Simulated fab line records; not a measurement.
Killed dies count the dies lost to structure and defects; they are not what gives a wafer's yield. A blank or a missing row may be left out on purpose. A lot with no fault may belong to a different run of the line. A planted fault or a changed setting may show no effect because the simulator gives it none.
Matching of chambers -- flow n5_finfet -- N5_BEOL_M6_ETCH_66 on rie_diel-02 has 4 sister chambers
The step etches SOC in N2/H2, target depth 80 nm, overetch 16 nm, time 120 s. 4 wafers are shown with their chamber, then 7 later ones without.

## WAFERS, EACH WITH ITS CHAMBER
wafer,chamber,showerhead_plenum_p_Torr (Torr)
L320.1,0,2.62
L332.2,3,2.62
L332.4,1,2.55
L334.5,2,2.51

## WAFERS WHOSE CHAMBER IS MISSING
wafer,showerhead_plenum_p_Torr (Torr)
L334.6,2.62
L337.2,2.50
L337.3,2.61
L337.6,2.50
L338.4,2.61
L338.5,2.50
L338.6,2.54

## WHICH CHAMBER EACH ONE RAN IN
wafer,from the rows above,in truth
L334.6,can't be placed: 0 or 3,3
L337.2,2,2
L337.3,can't be placed: 0 or 3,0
L337.6,2,2
L338.4,can't be placed: 0 or 3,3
L338.5,2,2
L338.6,1,1
Placed correctly: 4 of 7. Unplaceable from these rows: 3, with the true chamber sitting among the candidates in 3. Placed wrongly: 0.
How it was worked out, from the rows above alone: a wafer's distance from a chamber is the root of the sum, over the readings, of the square of ((its reading less the chamber's mean) divided by the reading's scatter). The wafer belongs to the nearest chamber; if the next one is less than 2 further off, it can't be placed. The mean given for a chamber averages the wafers shown for that chamber. The scatter (one wafer shown for each chamber): square how far every hidden wafer sits from the nearest shown wafer, average those squares and take the square root.
